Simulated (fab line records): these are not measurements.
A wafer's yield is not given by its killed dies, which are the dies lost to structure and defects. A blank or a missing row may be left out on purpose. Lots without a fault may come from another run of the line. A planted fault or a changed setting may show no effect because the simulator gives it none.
Split-lot experiment / flow n5Finfet / on a route of 1938 steps: 7 lots, 39 wafers read

## SPLIT DETAILS
At N5_SD_EPI_N_EPI_21 (deposits Si:P, time 690 s), the setting dopantConcCm3 was moved away from the recipe's 2e+21 on 15 of the 39 wafers read, by -15.8% to +4.2%. All remaining wafers had this setting at the recipe value.

## FROM THE SPLIT TO THE READING: what the file shows between them, 3 steps
- N5_SD_EPI_N_PRECLEAN_24: cleans in O3/DIW, time 60 s
- N5_SD_ACTIVATION_RTA_00: time 0 s
- N5_SD_ACTIVATION_LSA_01: time 0.0008 s

## THE READING
RS_SD_N (ohm/sq), read at N5_SD_ACTIVATION_RS_MEAS_03 with a four-point probe. On this fab line, fault-free wafers typically give 21.9 ohm/sq with a standard deviation of 0.31 ohm/sq.

wafer=L074.1; tool, chamber at the split=epiRpcvd-03, 0; dopantConcCm3 as run=2e+21; against the recipe=recipe; RS_SD_N, ohm/sq=22.3; against lot-mates on the recipe=-
wafer=L074.2; tool, chamber at the split=epiRpcvd-03, 0; dopantConcCm3 as run=2e+21; against the recipe=recipe; RS_SD_N, ohm/sq=22.1; against lot-mates on the recipe=-
wafer=L074.3; tool, chamber at the split=epiRpcvd-03, 0; dopantConcCm3 as run=2e+21; against the recipe=recipe; RS_SD_N, ohm/sq=22.4; against lot-mates on the recipe=-
wafer=L074.4; tool, chamber at the split=epiRpcvd-03, 0; dopantConcCm3 as run=1.799e+21; against the recipe=-10.1%; RS_SD_N, ohm/sq=23.0; against lot-mates on the recipe=+0.7
wafer=L074.5; tool, chamber at the split=epiRpcvd-03, 0; dopantConcCm3 as run=1.799e+21; against the recipe=-10.1%; RS_SD_N, ohm/sq=22.9; against lot-mates on the recipe=+0.6
wafer=L074.6; tool, chamber at the split=epiRpcvd-03, 0; dopantConcCm3 as run=1.799e+21; against the recipe=-10.1%; RS_SD_N, ohm/sq=23.1; against lot-mates on the recipe=+0.8
wafer=L076.1; tool, chamber at the split=epiRpcvd-04, 0; dopantConcCm3 as run=1.708e+21; against the recipe=-14.6%; RS_SD_N, ohm/sq=22.8; against lot-mates on the recipe=+1.2
wafer=L076.2; tool, chamber at the split=epiRpcvd-04, 0; dopantConcCm3 as run=1.708e+21; against the recipe=-14.6%; RS_SD_N, ohm/sq=23.0; against lot-mates on the recipe=+1.4
wafer=L076.3; tool, chamber at the split=epiRpcvd-04, 0; dopantConcCm3 as run=2e+21; against the recipe=recipe; RS_SD_N, ohm/sq=21.6; against lot-mates on the recipe=-
wafer=L076.4; tool, chamber at the split=epiRpcvd-04, 0; dopantConcCm3 as run=2e+21; against the recipe=recipe; RS_SD_N, ohm/sq=21.5; against lot-mates on the recipe=-
wafer=L076.5; tool, chamber at the split=epiRpcvd-04, 0; dopantConcCm3 as run=1.708e+21; against the recipe=-14.6%; RS_SD_N, ohm/sq=22.4; against lot-mates on the recipe=+0.8
wafer=L076.6; tool, chamber at the split=epiRpcvd-04, 0; dopantConcCm3 as run=2e+21; against the recipe=recipe; RS_SD_N, ohm/sq=21.7; against lot-mates on the recipe=-
wafer=L078.1; tool, chamber at the split=epiRpcvd-04, 0; dopantConcCm3 as run=2e+21; against the recipe=recipe; RS_SD_N, ohm/sq=20.9; against lot-mates on the recipe=-
wafer=L078.2; tool, chamber at the split=epiRpcvd-04, 0; dopantConcCm3 as run=1.754e+21; against the recipe=-12.3%; RS_SD_N, ohm/sq=21.8; against lot-mates on the recipe=+0.7
wafer=L078.3; tool, chamber at the split=epiRpcvd-04, 0; dopantConcCm3 as run=2e+21; against the recipe=recipe; RS_SD_N, ohm/sq=21.1; against lot-mates on the recipe=-
wafer=L078.4; tool, chamber at the split=epiRpcvd-04, 0; dopantConcCm3 as run=1.754e+21; against the recipe=-12.3%; RS_SD_N, ohm/sq=21.7; against lot-mates on the recipe=+0.6
wafer=L078.5; tool, chamber at the split=epiRpcvd-04, 0; dopantConcCm3 as run=1.754e+21; against the recipe=-12.3%; RS_SD_N, ohm/sq=21.8; against lot-mates on the recipe=+0.7
wafer=L078.6; tool, chamber at the split=epiRpcvd-04, 0; dopantConcCm3 as run=2e+21; against the recipe=recipe; RS_SD_N, ohm/sq=21.3; against lot-mates on the recipe=-
wafer=L085.1; tool, chamber at the split=epiRpcvd-03, 0; dopantConcCm3 as run=1.683e+21; against the recipe=-15.8%; RS_SD_N, ohm/sq=22.5; against lot-mates on the recipe=+0.7
wafer=L085.2; tool, chamber at the split=epiRpcvd-03, 0; dopantConcCm3 as run=2e+21; against the recipe=recipe; RS_SD_N, ohm/sq=21.9; against lot-mates on the recipe=-
wafer=L085.3; tool, chamber at the split=epiRpcvd-03, 0; dopantConcCm3 as run=2e+21; against the recipe=recipe; RS_SD_N, ohm/sq=21.5; against lot-mates on the recipe=-
wafer=L085.4; tool, chamber at the split=epiRpcvd-03, 0; dopantConcCm3 as run=1.683e+21; against the recipe=-15.8%; RS_SD_N, ohm/sq=22.7; against lot-mates on the recipe=+0.9
wafer=L085.5; tool, chamber at the split=epiRpcvd-03, 0; dopantConcCm3 as run=2e+21; against the recipe=recipe; RS_SD_N, ohm/sq=21.9; against lot-mates on the recipe=-
wafer=L085.6; tool, chamber at the split=epiRpcvd-03, 0; dopantConcCm3 as run=1.683e+21; against the recipe=-15.8%; RS_SD_N, ohm/sq=23.1; against lot-mates on the recipe=+1.3
wafer=L091.1; tool, chamber at the split=epiRpcvd-03, 0; dopantConcCm3 as run=2e+21; against the recipe=recipe; RS_SD_N, ohm/sq=21.8; against lot-mates on the recipe=-
wafer=L091.2; tool, chamber at the split=epiRpcvd-03, 0; dopantConcCm3 as run=2.084e+21; against the recipe=+4.2%; RS_SD_N, ohm/sq=21.8; against lot-mates on the recipe=-0.3
wafer=L091.3; tool, chamber at the split=epiRpcvd-03, 0; dopantConcCm3 as run=2e+21; against the recipe=recipe; RS_SD_N, ohm/sq=22.4; against lot-mates on the recipe=-
wafer=L091.4; tool, chamber at the split=epiRpcvd-03, 0; dopantConcCm3 as run=2.084e+21; against the recipe=+4.2%; RS_SD_N, ohm/sq=21.7; against lot-mates on the recipe=-0.4
wafer=L091.5; tool, chamber at the split=epiRpcvd-03, 0; dopantConcCm3 as run=2e+21; against the recipe=recipe; RS_SD_N, ohm/sq=22.1; against lot-mates on the recipe=-
wafer=L091.6; tool, chamber at the split=epiRpcvd-03, 0; dopantConcCm3 as run=2.084e+21; against the recipe=+4.2%; RS_SD_N, ohm/sq=21.9; against lot-mates on the recipe=-0.2
wafer=L094.1; tool, chamber at the split=epiRpcvd-02, 0; dopantConcCm3 as run=2e+21; against the recipe=recipe; RS_SD_N, ohm/sq=21.8; against lot-mates on the recipe=-
wafer=L094.2; tool, chamber at the split=epiRpcvd-02, 0; dopantConcCm3 as run=2e+21; against the recipe=recipe; RS_SD_N, ohm/sq=21.7; against lot-mates on the recipe=-
wafer=L094.3; tool, chamber at the split=epiRpcvd-02, 0; dopantConcCm3 as run=2e+21; against the recipe=recipe; RS_SD_N, ohm/sq=21.9; against lot-mates on the recipe=-
wafer=L094.4; tool, chamber at the split=epiRpcvd-02, 0; dopantConcCm3 as run=2e+21; against the recipe=recipe; RS_SD_N, ohm/sq=21.7; against lot-mates on the recipe=-
wafer=L094.5; tool, chamber at the split=epiRpcvd-02, 0; dopantConcCm3 as run=2e+21; against the recipe=recipe; RS_SD_N, ohm/sq=21.7; against lot-mates on the recipe=-
wafer=L094.6; tool, chamber at the split=epiRpcvd-02, 0; dopantConcCm3 as run=2e+21; against the recipe=recipe; RS_SD_N, ohm/sq=22.1; against lot-mates on the recipe=-
wafer=L096.2; tool, chamber at the split=epiRpcvd-03, 0; dopantConcCm3 as run=2e+21; against the recipe=recipe; RS_SD_N, ohm/sq=22.4; against lot-mates on the recipe=-
wafer=L096.3; tool, chamber at the split=epiRpcvd-03, 0; dopantConcCm3 as run=2e+21; against the recipe=recipe; RS_SD_N, ohm/sq=21.9; against lot-mates on the recipe=-
wafer=L096.5; tool, chamber at the split=epiRpcvd-03, 0; dopantConcCm3 as run=2e+21; against the recipe=recipe; RS_SD_N, ohm/sq=22.2; against lot-mates on the recipe=-

FIT RESULTS
A straight line over all 39 wafers: RS_SD_N changes by -0.0511 ohm/sq for each +1% of dopantConcCm3; r = -0.62; the points scatter about the line by 0.43 ohm/sq.
The same after taking each lot's own level away (the mean of its wafers on the recipe; 39 wafers): -0.0672 ohm/sq for each +1%; r = -0.92; scatter 0.19 ohm/sq.
On that fit, the largest move of dopantConcCm3 shifts the reading by 1.1 ohm/sq.
Across the lots, their own levels run from 21.10 to 22.27 ohm/sq, a range of 3.8 times the standard deviation given above.
So the lot-to-lot level blurs the effect unless lot-mates are compared.
Check: for one of the wafers moved furthest among these (-15.8%), held out of the fit, the line's prediction against its lot-mates is +1.11 ohm/sq. It came out at +0.733 ohm/sq against them.

## OTHER SPLITS ON THESE WAFERS
These wafers also went through other splits before the reading. Each is held against what the fit with the lots' levels taken away leaves over:
other split on the same wafers=N5_PMOS_HMC_CHANNEL_EPI_EPI_20 pressureTorr; wafers away from the commonest value=18; r with RS_SD_N (lot level and that fit taken away)=+0.19
other split on the same wafers=N5_FIN_CUT_CUT_ETCH_26 targetDepthA; wafers away from the commonest value=15; r with RS_SD_N (lot level and that fit taken away)=-0.22
other split on the same wafers=N5_DUMMY_GATE_ETCH_31 targetDepthA; wafers away from the commonest value=12; r with RS_SD_N (lot level and that fit taken away)=+0.06

## THE FILE'S OWN FIT
RS_SD_N changes by -0.0671 ohm/sq for each +1% of dopantConcCm3, r = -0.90.
